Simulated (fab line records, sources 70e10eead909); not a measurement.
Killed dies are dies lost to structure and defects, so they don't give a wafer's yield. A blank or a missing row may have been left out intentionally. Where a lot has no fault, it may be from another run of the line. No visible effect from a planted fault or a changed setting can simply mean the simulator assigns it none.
Matching of chambers || flow nand-harc || NHARC_A_M0_ETCH_34 on rie-diel-03 has 4 sister chambers
The step etches the open film in N2/H2, target depth 40 nm, overetch 12 nm, time 43.94 s. 8 wafers are shown with their chamber, then 11 later ones without.

WAFERS WITH THEIR CHAMBER
{"wafer": "L082.6", "chamber": 3, "rf-vpp-V (V)": 429.2, "oes-product-au (a.u.)": 0.985}
{"wafer": "L086.1", "chamber": 0, "rf-vpp-V (V)": 434.9, "oes-product-au (a.u.)": 1.016}
{"wafer": "L085.2", "chamber": 3, "rf-vpp-V (V)": 427.0, "oes-product-au (a.u.)": 0.996}
{"wafer": "L085.5", "chamber": 2, "rf-vpp-V (V)": 432.1, "oes-product-au (a.u.)": 1.001}
{"wafer": "L088.1", "chamber": 2, "rf-vpp-V (V)": 430.6, "oes-product-au (a.u.)": 1.007}
{"wafer": "L088.3", "chamber": 1, "rf-vpp-V (V)": 428.0, "oes-product-au (a.u.)": 1.021}
{"wafer": "L088.6", "chamber": 0, "rf-vpp-V (V)": 434.3, "oes-product-au (a.u.)": 1.000}
{"wafer": "L089.2", "chamber": 1, "rf-vpp-V (V)": 428.7, "oes-product-au (a.u.)": 1.026}

WAFERS MISSING THEIR CHAMBER
{"wafer": "L089.5", "rf-vpp-V (V)": 431.9, "oes-product-au (a.u.)": 1.007}
{"wafer": "L089.6", "rf-vpp-V (V)": 427.7, "oes-product-au (a.u.)": 1.025}
{"wafer": "L094.2", "rf-vpp-V (V)": 428.0, "oes-product-au (a.u.)": 1.027}
{"wafer": "L094.5", "rf-vpp-V (V)": 430.3, "oes-product-au (a.u.)": 1.004}
{"wafer": "L094.6", "rf-vpp-V (V)": 431.4, "oes-product-au (a.u.)": 0.996}
{"wafer": "L093.1", "rf-vpp-V (V)": 427.7, "oes-product-au (a.u.)": 1.029}
{"wafer": "L093.2", "rf-vpp-V (V)": 434.6, "oes-product-au (a.u.)": 1.020}
{"wafer": "L093.6", "rf-vpp-V (V)": 427.8, "oes-product-au (a.u.)": 1.023}
{"wafer": "L097.3", "rf-vpp-V (V)": 429.3, "oes-product-au (a.u.)": 1.004}
{"wafer": "L097.4", "rf-vpp-V (V)": 435.2, "oes-product-au (a.u.)": 1.011}
{"wafer": "L097.6", "rf-vpp-V (V)": 434.3, "oes-product-au (a.u.)": 1.009}

WHICH CHAMBER EACH ONE RAN IN
{"wafer": "L089.5", "from the rows above": 2, "in truth": 2}
{"wafer": "L089.6", "from the rows above": 1, "in truth": 1}
{"wafer": "L094.2", "from the rows above": 1, "in truth": 1}
{"wafer": "L094.5", "from the rows above": "can't be placed: 2 or 3", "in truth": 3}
{"wafer": "L094.6", "from the rows above": 2, "in truth": 2}
{"wafer": "L093.1", "from the rows above": 1, "in truth": 1}
{"wafer": "L093.2", "from the rows above": 0, "in truth": 0}
{"wafer": "L093.6", "from the rows above": 1, "in truth": 1}
{"wafer": "L097.3", "from the rows above": "can't be placed: 2 or 3 or 1", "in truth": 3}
{"wafer": "L097.4", "from the rows above": 0, "in truth": 0}
{"wafer": "L097.6", "from the rows above": 0, "in truth": 0}
Correct placement for 9 of the 11. From these rows, 2 cannot be placed; in 2 the true chamber is one of the candidates. Wrongly placed: 0.
How it was worked out, from the rows above alone: a wafer's distance from a chamber is the root of the sum, over the readings, of the square of ((its reading less the chamber's mean) divided by the reading's scatter). The wafer belongs to the nearest chamber; if the next one is less than 2 further off, it can't be placed. For every chamber, the mean is computed from those of its wafers that are shown. The scatter: the root of (the sum of the squares of (reading less its chamber's mean) over the shown wafers, divided by (wafers less chambers)).
